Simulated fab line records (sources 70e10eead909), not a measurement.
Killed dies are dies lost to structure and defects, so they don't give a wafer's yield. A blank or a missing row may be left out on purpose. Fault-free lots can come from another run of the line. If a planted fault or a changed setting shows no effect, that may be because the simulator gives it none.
Chamber matching | flow nand_harc | NHARC_P_GATE_STRIP_101 on rie_diel-06 has 4 sister chambers
The step strips in O2, time 20 s. 4 wafers are shown with their chamber, then 12 later ones without.

## WAFERS, EACH WITH ITS CHAMBER
wafer  | chamber | showerhead_plenum_p_Torr (Torr)
L091.1 | 3       | 3.66
L092.1 | 0       | 3.64
L092.2 | 2       | 3.40
L092.4 | 1       | 3.60

## WAFERS WITHOUT THEIR CHAMBER
wafer  | showerhead_plenum_p_Torr (Torr)
L093.2 | 3.60
L093.4 | 3.40
L093.6 | 3.66
L094.2 | 3.66
L094.3 | 3.60
L094.5 | 3.40
L095.3 | 3.66
L095.4 | 3.64
L095.5 | 3.40
L096.2 | 3.59
L096.3 | 3.66
L096.5 | 3.66

## CHAMBER TAKEN BY EACH
wafer  | from the rows above | in truth
L093.2 | 1                   | 1
L093.4 | 2                   | 2
L093.6 | 3                   | 3
L094.2 | 3                   | 3
L094.3 | 1                   | 1
L094.5 | 2                   | 2
L095.3 | 3                   | 3
L095.4 | 0                   | 0
L095.5 | 2                   | 2
L096.2 | 1                   | 1
L096.3 | 3                   | 3
L096.5 | 3                   | 3
Placed correctly: 12 of 12. From these rows, 0 cannot be placed. Placed wrongly: 0.
How it was worked out, from the rows above alone: a wafer's distance from a chamber is the root of the sum, over the readings, of the square of ((its reading less the chamber's mean) divided by the reading's scatter). If the next closest chamber is less than 2 further off than the closest, the wafer can't be placed; otherwise it belongs to the closest. A chamber's mean is the mean of its shown wafers. The scatter: with one shown wafer a chamber, the root of the mean of the squares of how far each hidden wafer lies from its nearest shown one.
